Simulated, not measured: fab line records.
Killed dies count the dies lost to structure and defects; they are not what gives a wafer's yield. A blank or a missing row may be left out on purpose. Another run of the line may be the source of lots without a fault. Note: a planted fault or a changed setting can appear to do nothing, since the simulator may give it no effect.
What tool caused it? | flow nand harc | Sampling: 24 lots, 72 wafers, 6 of 1159 route steps

WHAT THE GAUGES SHOWED, per wafer
The record holds no reading of a measuring or inspecting step that can be judged against a usual standard deviation.

TOOL THAT RAN EACH LOT (tool first, then ch and the chambers of the sampled wafers, then the start)
lot  | NHARC_A_CHANNEL_FILL_D1_ETCHBACK_08           | NHARC_A_STAIRCASE_DEP_156       | NHARC_A_STAIRCASE_DESCUM_168       | NHARC_A_STAIRCASE_ETCH_190     | NHARC_A_STAIRCASE_ETCH_223     | NHARC_A_STAIRCASE_ETCH_225
L074 | rie diel-07 ch 1,2, day 11 03:19 or earlier   | pecvd-02 ch 0,2, day 11 03:19   | rie diel-12 ch 0,1, day 11 04:17   | rie diel-12 ch 2,3, no start   | rie diel-10 ch 1,3, no start   | rie diel-10 ch 2,3, no start
L076 | rie diel-08 ch 0,1, day 11 07:44 or earlier   | pecvd-02 ch 0,1, day 11 07:44   | rie diel-12 ch 0,1, day 11 08:43   | rie diel-01 ch 1,2, no start   | rie diel-10 ch 0,1,2, no start | rie diel-10 ch 0,1,2, no start
L075 | rie diel-08 ch 0,3, day 11 07:34 or earlier   | pecvd-02 ch 0,1, day 11 07:34   | rie diel-01 ch 0,2, day 11 08:25   | rie diel-01 ch 0,1,3, no start | rie diel-01 ch 0,1, no start   | rie diel-01 ch 0,2,3, no start
L079 | rie diel-08 ch 0,3, day 11 14:41 or earlier   | pecvd-02 ch 0,2, day 11 14:41   | rie diel-01 ch 0,1,3, day 11 15:34 | rie diel-10 ch 0,2, no start   | rie diel-01 ch 0,1,2, no start | rie diel-01 ch 1,3, no start
L077 | rie diel-11 ch 0,3, day 11 14:45 or earlier   | pecvd-01 ch 0,2, day 11 14:45   | rie diel-10 ch 2,3, day 11 15:43   | rie diel-12 ch 1,2, no start   | rie diel-12 ch 1,2, no start   | rie diel-12 ch 1,2,3, no start
L080 | rie diel-08 ch 0,1,3, day 11 18:15 or earlier | pecvd-03 ch 1,2, day 11 18:15   | rie diel-12 ch 0,2,3, day 11 19:27 | rie diel-12 ch 1,2,3, no start | rie diel-10 ch 2,3, no start   | rie diel-10 ch 0,1, no start
L078 | rie diel-07 ch 0,1,3, day 11 18:13 or earlier | pecvd-02 ch 0,1,2, day 11 18:13 | rie diel-12 ch 1,2,3, day 11 19:15 | rie diel-10 ch 1,2, no start   | rie diel-12 ch 2,3, no start   | rie diel-12 ch 1,2, no start
L081 | rie diel-08 ch 1,3, day 12 08:04 or earlier   | pecvd-02 ch 0,1,2, day 12 08:04 | rie diel-01 ch 0,2,3, day 12 09:02 | rie diel-10 ch 1,2, no start   | rie diel-10 ch 1,3, no start   | rie diel-10 ch 0,1,3, no start
L082 | rie diel-08 ch 0,2,3, day 12 21:29 or earlier | pecvd-02 ch 1,2, day 12 21:29   | rie diel-10 ch 0,2, day 12 22:35   | rie diel-12 ch 1,3, no start   | rie diel-10 ch 1,2,3, no start | rie diel-10 ch 1,2,3, no start
L083 | rie diel-07 ch 1,2,3, day 12 21:26 or earlier | pecvd-03 ch 1,2, day 12 21:26   | rie diel-12 ch 1,3, day 12 22:25   | rie diel-01 ch 0,2,3, no start | rie diel-12 ch 0,2,3, no start | rie diel-12 ch 0,1,3, no start
L084 | rie diel-08 ch 0,3, day 13 10:15 or earlier   | pecvd-01 ch 0,1, day 13 10:15   | rie diel-10 ch 2,3, day 13 11:16   | rie diel-10 ch 1,2,3, no start | rie diel-12 ch 0,3, no start   | rie diel-12 ch 2,3, no start
L087 | rie diel-07 ch 0,2,3, day 13 19:13 or earlier | pecvd-01 ch 1,2, day 13 19:13   | rie diel-01 ch 0,3, day 13 20:21   | rie diel-12 ch 0,1,3, no start | rie diel-12 ch 0,1,2, no start | rie diel-12 ch 1,2, no start
L086 | rie diel-08 ch 0,2, day 13 19:14 or earlier   | pecvd-02 ch 0,2, day 13 19:14   | rie diel-01 ch 2,3, day 13 20:31   | rie diel-10 ch 0,1,2, no start | rie diel-10 ch 2,3, no start   | rie diel-10 ch 0,3, no start
L085 | rie diel-11 ch 0,1, day 13 19:14 or earlier   | pecvd-03 ch 0,1, day 13 19:14   | rie diel-12 ch 0,1,2, day 13 20:13 | rie diel-10 ch 0,1,2, no start | rie diel-12 ch 1,2,3, no start | rie diel-12 ch 0,1,2, no start
L089 | rie diel-08 ch 0,1, day 14 11:29 or earlier   | pecvd-02 ch 0,2, day 14 11:29   | rie diel-01 ch 0,1,2, day 14 12:28 | rie diel-12 ch 0,2,3, no start | rie diel-01 ch 1,2,3, no start | rie diel-01 ch 0,2,3, no start
L088 | rie diel-07 ch 0,1,2, day 14 11:20 or earlier | pecvd-02 ch 1,2, day 14 11:20   | rie diel-10 ch 1,2, day 14 12:08   | rie diel-10 ch 0,1,2, no start | rie diel-10 ch 2,3, no start   | rie diel-10 ch 2,3, no start
L091 | rie diel-08 ch 0,1,3, day 14 16:18 or earlier | pecvd-01 ch 1,2, day 14 16:18   | rie diel-12 ch 1,2,3, day 14 17:28 | rie diel-12 ch 1,2,3, no start | rie diel-01 ch 0,1,2, no start | rie diel-01 ch 0,1,2, no start
L090 | rie diel-07 ch 0,1,2, day 14 16:10 or earlier | pecvd-02 ch 0,1, day 14 16:10   | rie diel-01 ch 0,1, day 14 17:14   | rie diel-10 ch 0,3, no start   | rie diel-10 ch 0,3, no start   | rie diel-10 ch 0,1,2, no start
L093 | rie diel-11 ch 1,2,3, day 14 22:30 or earlier | pecvd-03 ch 0,2, day 14 22:30   | rie diel-10 ch 0,2,3, day 14 23:22 | rie diel-10 ch 0,1, no start   | rie diel-10 ch 0,1,3, no start | rie diel-10 ch 1,2, no start
L092 | rie diel-07 ch 0,2,3, day 14 22:40 or earlier | pecvd-01 ch 0,1,2, day 14 22:40 | rie diel-01 ch 0,1,3, day 14 23:44 | rie diel-01 ch 0,1, no start   | rie diel-10 ch 0,1, no start   | rie diel-10 ch 2,3, no start
L094 | rie diel-08 ch 0,1,2, day 15 13:25 or earlier | pecvd-01 ch 0,2, day 15 13:25   | rie diel-01 ch 1,2, day 15 14:25   | rie diel-01 ch 0,1, no start   | rie diel-12 ch 0,1, no start   | rie diel-12 ch 0,1,2, no start
L096 | rie diel-08 ch 0,1,2, day 15 13:40 or earlier | pecvd-03 ch 0,1,2, day 15 13:40 | rie diel-10 ch 1,2,3, day 15 14:39 | rie diel-12 ch 0,1,2, no start | rie diel-10 ch 1,2,3, no start | rie diel-10 ch 0,2,3, no start
L095 | rie diel-07 ch 0,1,2, day 15 13:46 or earlier | pecvd-01 ch 1,2, day 15 13:46   | rie diel-10 ch 0,1,3, day 15 14:50 | rie diel-12 ch 1,2, no start   | rie diel-01 ch 0,2,3, no start | rie diel-01 ch 1,2, no start
L097 | rie diel-07 ch 0,2, day 16 18:57 or earlier   | pecvd-03 ch 0,1,2, day 16 18:57 | rie diel-10 ch 0,2,3, day 16 19:48 | rie diel-01 ch 0,1,3, no start | rie diel-10 ch 0,1,2, no start | rie diel-10 ch 0,2,3, no start
- NHARC_A_CHANNEL_FILL_D1_ETCHBACK_08: etches the open film in C4F8, target depth 220 nm, time 110 s.
- NHARC_A_STAIRCASE_DEP_156: deposits SiNx, target thk 50 nm.
- NHARC_A_STAIRCASE_DESCUM_168: chemistry O2, time 3 s.
- NHARC_A_STAIRCASE_ETCH_190: etches the open film in C4F8/O2, target depth 100 nm, time 40.5 s.
- NHARC_A_STAIRCASE_ETCH_223: etches the open film in C4F8/O2, target depth 100 nm, time 40.5 s.
- NHARC_A_STAIRCASE_ETCH_225: etches the open film in C4F8/O2, target depth 100 nm, time 40.5 s.

AS READ BY THE TOOLS THEMSELVES (means over the sampled wafers that have a number; for cases with no such wafer, the mark the record gives instead)
NHARC_A_CHANNEL_FILL_D1_ETCHBACK_08. Usual: oes product au 0.95 a.u., standard deviation 0.035; rf vpp V 443.0 V, standard deviation 2.6.
lot  | tool        | oes product au (a.u.) | rf vpp V (V) | flag
L074 | rie diel-07 | 0.92                  | 442.6        |
L076 | rie diel-08 | 0.99                  | 443.2        |
L075 | rie diel-08 | 0.92                  | 443.8        |
L079 | rie diel-08 | 0.93                  | 444.5        |
L077 | rie diel-11 | 0.98                  | 443.1        |
L080 | rie diel-08 | 0.92                  | 443.3        |
L078 | rie diel-07 | 1.00                  | 440.4        |
L081 | rie diel-08 | 0.92                  | 442.9        |
L082 | rie diel-08 | 0.92                  | 443.5        |
L083 | rie diel-07 | 1.00                  | 443.9        |
L084 | rie diel-08 | 0.93                  | 443.9        |
L087 | rie diel-07 | 0.96                  | 440.9        |
L086 | rie diel-08 | 1.00                  | 443.8        |
L085 | rie diel-11 | 0.92                  | 444.7        |
L089 | rie diel-08 | 1.01                  | 444.7        |
L088 | rie diel-07 | 1.00                  | 441.4        |
L091 | rie diel-08 | 1.00                  | 443.5        |
L090 | rie diel-07 | 0.93                  | 440.4        |
L093 | rie diel-11 | 0.93                  | 441.6        |
L092 | rie diel-07 | 0.93                  | 440.6        |
L094 | rie diel-08 | 0.98                  | 445.2        |
L096 | rie diel-08 | 0.99                  | 444.3        |
L095 | rie diel-07 | 0.92                  | 441.8        |
L097 | rie diel-07 | 0.93                  | 443.3        |

NHARC_A_STAIRCASE_DEP_156. Usual: heater power w 734 W, standard deviation 77; showerhead vpp V 1294 V, standard deviation 58.
lot  | tool     | heater power w (W) | showerhead vpp V (V) | flag
L074 | pecvd-02 | 772                | 1314                 |
L076 | pecvd-02 | 717                | 1332                 |
L075 | pecvd-02 | 719                | 1319                 |
L079 | pecvd-02 | 754                | 1320                 |
L077 | pecvd-01 | 622                | 1171                 |
L080 | pecvd-03 | 776                | 1313                 |
L078 | pecvd-02 | 773                | 1320                 |
L081 | pecvd-02 | 811                | 1320                 |
L082 | pecvd-02 | 751                | 1307                 |
L083 | pecvd-03 | 780                | 1323                 |
L084 | pecvd-01 | 743                | 1257                 |
L087 | pecvd-01 | 661                | 1287                 |
L086 | pecvd-02 | 737                | 1321                 |
L085 | pecvd-03 | 795                | 1324                 |
L089 | pecvd-02 | 730                | 1322                 |
L088 | pecvd-02 | 756                | 1305                 |
L091 | pecvd-01 | 587                | 1220                 |
L090 | pecvd-02 | 719                | 1322                 |
L093 | pecvd-03 | 782                | 1308                 |
L092 | pecvd-01 | 646                | 1242                 |
L094 | pecvd-01 | 656                | 1185                 |
L096 | pecvd-03 | 753                | 1326                 |
L095 | pecvd-01 | 637                | 1288                 |
L097 | pecvd-03 | 776                | 1315                 |

NHARC_A_STAIRCASE_DESCUM_168. Usual: drypump motor current A 5.7 A, standard deviation 0.54; oes product au 1.003 a.u., standard deviation 0.0071; rf vpp V 57.6 V, standard deviation 1.1; showerhead plenum p Torr 1.90 Torr, standard deviation 0.1; throttle valve pct 11.311 %, standard deviation 0.0091.
lot  | tool        | drypump motor current A (A) | oes product au (a.u.) | rf vpp V (V) | showerhead plenum p Torr (Torr) | throttle valve pct (%) | flag
L074 | rie diel-12 | 5.3                         | 0.996                 | 57.9         | 2.04                            | 11.309                 |
L076 | rie diel-12 | 5.3                         | 1.000                 | 58.0         | 2.03                            | 11.313                 |
L075 | rie diel-01 | 6.4                         | 1.002                 | 56.8         | 1.83                            | 11.307                 |
L079 | rie diel-01 | 6.1                         | 1.006                 | 58.4         | 1.91                            | 11.314                 |
L077 | rie diel-10 | 5.2                         | 1.013                 | 56.9         | 1.84                            | 11.304                 |
L080 | rie diel-12 | 5.3                         | 1.000                 | 57.9         | 1.97                            | 11.312                 |
L078 | rie diel-12 | 5.1                         | 1.006                 | 58.2         | 1.95                            | 11.317                 |
L081 | rie diel-01 | 6.4                         | 1.011                 | 58.4         | 1.90                            | 11.303                 |
L082 | rie diel-10 | 5.4                         | 0.992                 | 57.1         | 1.83                            | 11.310                 |
L083 | rie diel-12 | 5.3                         | 1.012                 | 59.3         | 2.05                            | 11.307                 |
L084 | rie diel-10 | 5.2                         | 1.002                 | 58.4         | 1.83                            | 11.314                 |
L087 | rie diel-01 | 6.3                         | 1.006                 | 57.5         | 1.85                            | 11.315                 |
L086 | rie diel-01 | 6.4                         | 0.999                 | 57.9         | 1.97                            | 11.314                 |
L085 | rie diel-12 | 5.2                         | 1.008                 | 57.6         | 1.95                            | 11.308                 |
L089 | rie diel-01 | 6.2                         | 1.005                 | 57.6         | 1.87                            | 11.314                 |
L088 | rie diel-10 | 5.5                         | 1.004                 | 57.2         | 1.80                            | 11.311                 |
L091 | rie diel-12 | 5.2                         | 1.008                 | 57.1         | 1.94                            | 11.313                 |
L090 | rie diel-01 | 6.1                         | 1.001                 | 57.2         | 1.82                            | 11.315                 |
L093 | rie diel-10 | 5.3                         | 1.001                 | 57.2         | 1.84                            | 11.314                 |
L092 | rie diel-01 | 6.1                         | 1.007                 | 57.5         | 1.90                            | 11.306                 |
L094 | rie diel-01 | 5.9                         | 1.006                 | 58.7         | 1.92                            | 11.307                 |
L096 | rie diel-10 | 5.4                         | 0.999                 | 57.1         | 1.82                            | 11.317                 |
L095 | rie diel-10 | 5.5                         | 0.999                 | 57.3         | 1.84                            | 11.307                 |
L097 | rie diel-10 | 5.3                         | 1.004                 | 57.0         | 1.84                            | 11.312                 |

NHARC_A_STAIRCASE_ETCH_190. Usual: oes product au 0.941 a.u., standard deviation 0.0091; rf vpp V 895 V, standard deviation 6.8.
lot  | tool        | oes product au (a.u.) | rf vpp V (V) | flag
L074 | rie diel-12 | 0.950                 | 894          |
L076 | rie diel-01 | 0.935                 | 897          |
L075 | rie diel-01 | 0.940                 | 896          |
L079 | rie diel-10 | 0.944                 | 892          |
L077 | rie diel-12 | 0.945                 | 892          |
L080 | rie diel-12 | 0.940                 | 899          |
L078 | rie diel-10 | 0.932                 | 889          |
L081 | rie diel-10 | 0.939                 | 890          |
L082 | rie diel-12 | 0.946                 | 903          |
L083 | rie diel-01 | 0.937                 | 894          |
L084 | rie diel-10 | 0.947                 | 891          |
L087 | rie diel-12 | 0.947                 | 904          |
L086 | rie diel-10 | 0.936                 | 890          |
L085 | rie diel-10 | 0.954                 | 890          |
L089 | rie diel-12 | 0.945                 | 900          |
L088 | rie diel-10 | 0.946                 | 889          |
L091 | rie diel-12 | 0.941                 | 898          |
L090 | rie diel-10 | 0.952                 | 893          |
L093 | rie diel-10 | 0.947                 | 889          |
L092 | rie diel-01 | 0.948                 | 889          |
L094 | rie diel-01 | 0.948                 | 894          |
L096 | rie diel-12 | 0.938                 | 898          |
L095 | rie diel-12 | 0.921                 | 893          |
L097 | rie diel-01 | 0.936                 | 895          |

NHARC_A_STAIRCASE_ETCH_223. Usual: oes product au 0.943 a.u., standard deviation 0.01; rf vpp V 894 V, standard deviation 6.3.
lot  | tool        | oes product au (a.u.) | rf vpp V (V) | flag
L074 | rie diel-10 | 0.951                 | 891          |
L076 | rie diel-10 | 0.949                 | 890          |
L075 | rie diel-01 | 0.946                 | 894          |
L079 | rie diel-01 | 0.934                 | 894          |
L077 | rie diel-12 | 0.941                 | 897          |
L080 | rie diel-10 | 0.938                 | 892          |
L078 | rie diel-12 | 0.945                 | 900          |
L081 | rie diel-10 | 0.935                 | 890          |
L082 | rie diel-10 | 0.947                 | 891          |
L083 | rie diel-12 | 0.946                 | 899          |
L084 | rie diel-12 | 0.928                 | 906          |
L087 | rie diel-12 | 0.935                 | 898          |
L086 | rie diel-10 | 0.949                 | 890          |
L085 | rie diel-12 | 0.931                 | 897          |
L089 | rie diel-01 | 0.950                 | 898          |
L088 | rie diel-10 | 0.942                 | 892          |
L091 | rie diel-01 | 0.950                 | 893          |
L090 | rie diel-10 | 0.943                 | 893          |
L093 | rie diel-10 | 0.931                 | 892          |
L092 | rie diel-10 | 0.941                 | 890          |
L094 | rie diel-12 | 0.951                 | 902          |
L096 | rie diel-10 | 0.944                 | 889          |
L095 | rie diel-01 | 0.945                 | 895          |
L097 | rie diel-10 | 0.937                 | 889          |

NHARC_A_STAIRCASE_ETCH_225. Usual: oes product au 0.943 a.u., standard deviation 0.0095; rf vpp V 894 V, standard deviation 6.1.
lot  | tool        | oes product au (a.u.) | rf vpp V (V) | flag
L074 | rie diel-10 | 0.940                 | 891          |
L076 | rie diel-10 | 0.931                 | 890          |
L075 | rie diel-01 | 0.947                 | 895          |
L079 | rie diel-01 | 0.944                 | 901          |
L077 | rie diel-12 | 0.940                 | 898          |
L080 | rie diel-10 | 0.938                 | 891          |
L078 | rie diel-12 | 0.941                 | 892          |
L081 | rie diel-10 | 0.932                 | 892          |
L082 | rie diel-10 | 0.957                 | 891          |
L083 | rie diel-12 | 0.945                 | 905          |
L084 | rie diel-12 | 0.938                 | 893          |
L087 | rie diel-12 | 0.947                 | 896          |
L086 | rie diel-10 | 0.948                 | 893          |
L085 | rie diel-12 | 0.942                 | 898          |
L089 | rie diel-01 | 0.940                 | 895          |
L088 | rie diel-10 | 0.941                 | 892          |
L091 | rie diel-01 | 0.950                 | 894          |
L090 | rie diel-10 | 0.939                 | 890          |
L093 | rie diel-10 | 0.931                 | 889          |
L092 | rie diel-10 | 0.947                 | 892          |
L094 | rie diel-12 | 0.947                 | 898          |
L096 | rie diel-10 | 0.945                 | 892          |
L095 | rie diel-01 | 0.949                 | 895          |
L097 | rie diel-10 | 0.941                 | 891          |

THE ANSWER, worked out from the rows above alone
Rule: take the mean of a lot's wafers that have a number; if it is more than 3 standard deviations from the usual mean, the lot is off. Also off: a lot with no number at a reading for which 4 or more lots have one. All remaining lots with rows at the step are treated as sound. The gauges are gone through in route order, then the tools' own readings, and for those a lot's mean is taken as printed above. The first step at which some lot is off is used, and at that step the reading that is off furthest; a lot without a number counts as furthest.
None of the lots is off at any reading shown; this tells nothing.

WHAT THE SIMULATOR PUT IN
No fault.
